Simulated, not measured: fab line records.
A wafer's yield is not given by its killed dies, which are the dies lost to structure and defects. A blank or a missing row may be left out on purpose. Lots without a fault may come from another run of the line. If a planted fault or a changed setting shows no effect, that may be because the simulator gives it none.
Chamber matching || flow n5Finfet || 3 sister chambers for N5_BEOL_M0_SAQP_ILD_DEP_01 on pecvd-04
The step deposits SiOC from DEMS/O2, target thk 45.419 nm, time 8.7 s. 20 wafers are shown with their chamber, then 10 later ones without.

WAFERS PAIRED WITH THEIR CHAMBERS
{"wafer": "L078.1", "chamber": 0, "throttleValvePct (%)": 11.9, "heaterPowerW (W)": 556, "heaterPowerOuterW (W)": 268}
{"wafer": "L078.2", "chamber": 1, "throttleValvePct (%)": 11.3, "heaterPowerW (W)": 624, "heaterPowerOuterW (W)": 342}
{"wafer": "L078.4", "chamber": 1, "throttleValvePct (%)": 11.6, "heaterPowerW (W)": 624, "heaterPowerOuterW (W)": 338}
{"wafer": "L079.1", "chamber": 1, "throttleValvePct (%)": 11.3, "heaterPowerW (W)": 539, "heaterPowerOuterW (W)": 275}
{"wafer": "L079.4", "chamber": 1, "throttleValvePct (%)": 11.7, "heaterPowerW (W)": 516, "heaterPowerOuterW (W)": 266}
{"wafer": "L079.6", "chamber": 0, "throttleValvePct (%)": 11.8, "heaterPowerW (W)": 462, "heaterPowerOuterW (W)": 201}
{"wafer": "L081.3", "chamber": 0, "throttleValvePct (%)": 12.1, "heaterPowerW (W)": 548, "heaterPowerOuterW (W)": 269}
{"wafer": "L081.4", "chamber": 1, "throttleValvePct (%)": 11.7, "heaterPowerW (W)": 645, "heaterPowerOuterW (W)": 357}
{"wafer": "L081.6", "chamber": 0, "throttleValvePct (%)": 12.2, "heaterPowerW (W)": 550, "heaterPowerOuterW (W)": 275}
{"wafer": "L082.3", "chamber": 0, "throttleValvePct (%)": 12.0, "heaterPowerW (W)": 545, "heaterPowerOuterW (W)": 260}
{"wafer": "L082.4", "chamber": 1, "throttleValvePct (%)": 11.3, "heaterPowerW (W)": 621, "heaterPowerOuterW (W)": 351}
{"wafer": "L082.6", "chamber": 0, "throttleValvePct (%)": 12.0, "heaterPowerW (W)": 551, "heaterPowerOuterW (W)": 257}
{"wafer": "L085.2", "chamber": 0, "throttleValvePct (%)": 11.9, "heaterPowerW (W)": 554, "heaterPowerOuterW (W)": 268}
{"wafer": "L085.4", "chamber": 0, "throttleValvePct (%)": 12.4, "heaterPowerW (W)": 556, "heaterPowerOuterW (W)": 272}
{"wafer": "L085.6", "chamber": 2, "throttleValvePct (%)": 10.6, "heaterPowerW (W)": 474, "heaterPowerOuterW (W)": 250}
{"wafer": "L086.1", "chamber": 0, "throttleValvePct (%)": 12.0, "heaterPowerW (W)": 514, "heaterPowerOuterW (W)": 242}
{"wafer": "L086.2", "chamber": 1, "throttleValvePct (%)": 11.3, "heaterPowerW (W)": 609, "heaterPowerOuterW (W)": 337}
{"wafer": "L086.3", "chamber": 2, "throttleValvePct (%)": 10.9, "heaterPowerW (W)": 443, "heaterPowerOuterW (W)": 237}
{"wafer": "L089.1", "chamber": 0, "throttleValvePct (%)": 12.3, "heaterPowerW (W)": 534, "heaterPowerOuterW (W)": 260}
{"wafer": "L089.4", "chamber": 1, "throttleValvePct (%)": 11.3, "heaterPowerW (W)": 579, "heaterPowerOuterW (W)": 315}

SIGNATURES (means of the wafers above)
{"reading": "throttleValvePct", "chamber 0": 12.060, "chamber 1": 11.438, "chamber 2": 10.750, "scatter within a chamber": 0.192}
{"reading": "heaterPowerW", "chamber 0": 537.00, "chamber 1": 594.62, "chamber 2": 458.50, "scatter within a chamber": 36.7}
{"reading": "heaterPowerOuterW", "chamber 0": 257.20, "chamber 1": 322.62, "chamber 2": 243.50, "scatter within a chamber": 27.4}
Rule: a wafer lies at a distance from a chamber equal to the root of the sum of squares, over the readings, of (its reading less the chamber's mean, divided by the reading's scatter). The wafer belongs to the nearest chamber; if the next one is less than 2 further off, it can't be placed. The scatter: the root of (the sum of the squares of (reading less its chamber's mean) over the shown wafers, divided by (wafers less chambers)).

WAFERS WITH NO CHAMBER GIVEN
{"wafer": "L089.6", "throttleValvePct (%)": 11.1, "heaterPowerW (W)": 446, "heaterPowerOuterW (W)": 244}
{"wafer": "L090.1", "throttleValvePct (%)": 12.0, "heaterPowerW (W)": 543, "heaterPowerOuterW (W)": 251}
{"wafer": "L090.5", "throttleValvePct (%)": 11.1, "heaterPowerW (W)": 594, "heaterPowerOuterW (W)": 331}
{"wafer": "L090.6", "throttleValvePct (%)": 12.2, "heaterPowerW (W)": 535, "heaterPowerOuterW (W)": 251}
{"wafer": "L094.4", "throttleValvePct (%)": 11.5, "heaterPowerW (W)": 628, "heaterPowerOuterW (W)": 346}
{"wafer": "L094.5", "throttleValvePct (%)": 11.0, "heaterPowerW (W)": 494, "heaterPowerOuterW (W)": 270}
{"wafer": "L094.6", "throttleValvePct (%)": 11.7, "heaterPowerW (W)": 478, "heaterPowerOuterW (W)": 214}
{"wafer": "L095.1", "throttleValvePct (%)": 12.0, "heaterPowerW (W)": 553, "heaterPowerOuterW (W)": 271}
{"wafer": "L095.3", "throttleValvePct (%)": 11.3, "heaterPowerW (W)": 508, "heaterPowerOuterW (W)": 260}
{"wafer": "L095.6", "throttleValvePct (%)": 11.9, "heaterPowerW (W)": 557, "heaterPowerOuterW (W)": 270}

EACH ONE'S CHAMBER
{"wafer": "L089.6", "from the rows above": 2, "in truth": 2}
{"wafer": "L090.1", "from the rows above": 0, "in truth": 0}
{"wafer": "L090.5", "from the rows above": 1, "in truth": 1}
{"wafer": "L090.6", "from the rows above": 0, "in truth": 0}
{"wafer": "L094.4", "from the rows above": 1, "in truth": 1}
{"wafer": "L094.5", "from the rows above": 2, "in truth": 2}
{"wafer": "L094.6", "from the rows above": 0, "in truth": 0}
{"wafer": "L095.1", "from the rows above": 0, "in truth": 0}
{"wafer": "L095.3", "from the rows above": "can't be placed: 2 or 1 or 0", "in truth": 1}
{"wafer": "L095.6", "from the rows above": 0, "in truth": 0}
Correct placement for 9 of the 10. Can't be placed from these rows: 1 (the true chamber is among the candidates in 1). Number placed wrongly: 0.
